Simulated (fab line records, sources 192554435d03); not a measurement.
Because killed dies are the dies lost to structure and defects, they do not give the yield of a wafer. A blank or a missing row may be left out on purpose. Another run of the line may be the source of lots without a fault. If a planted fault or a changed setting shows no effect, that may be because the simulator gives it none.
Chamber matching + flow n5Finfet + N5_MOL_CONTACT_COAG_ETCHBACK_135 on rieDiel-05: 4 sister chambers
The step etches SiO2 in CHF3, target depth 25 nm, time 16.7 s. 4 wafers are shown with their chamber, then 10 later ones without.

WAFERS WITH THEIR CHAMBER
| wafer  | chamber | drypumpMotorCurrentA (A) |
|--------|---------|--------------------------|
| L077.2 | 2       | 5.8                      |
| L088.1 | 3       | 6.7                      |
| L089.1 | 0       | 5.6                      |
| L089.2 | 1       | 6.2                      |

WAFERS WITHOUT THEIR CHAMBER
| wafer  | drypumpMotorCurrentA (A) |
|--------|--------------------------|
| L089.5 | 6.1                      |
| L093.1 | 6.2                      |
| L093.3 | 5.7                      |
| L093.6 | 5.8                      |
| L094.1 | 5.7                      |
| L094.3 | 6.2                      |
| L094.4 | 6.7                      |
| L097.2 | 5.8                      |
| L097.3 | 6.7                      |
| L097.6 | 6.7                      |

CHAMBER TAKEN BY EACH
| wafer  | from the rows above     | in truth |
|--------|-------------------------|----------|
| L089.5 | 1                       | 1        |
| L093.1 | 1                       | 1        |
| L093.3 | can't be placed: 2 or 0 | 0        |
| L093.6 | 2                       | 2        |
| L094.1 | can't be placed: 2 or 0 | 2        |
| L094.3 | 1                       | 1        |
| L094.4 | 3                       | 3        |
| L097.2 | 2                       | 2        |
| L097.3 | 3                       | 3        |
| L097.6 | 3                       | 3        |
8 of 10 placed correctly. Can't be placed from these rows: 2 (the true chamber is among the candidates in 2). Placed wrongly: 0.
How it was worked out, from the rows above alone: a wafer's distance from a chamber is the root of the sum, over the readings, of the square of ((its reading less the chamber's mean) divided by the reading's scatter). The wafer belongs to the nearest chamber; if the next one is less than 2 further off, it can't be placed. The mean given for a chamber averages the wafers shown for that chamber. The scatter: with one shown wafer a chamber, the root of the mean of the squares of how far each hidden wafer lies from its nearest shown one.
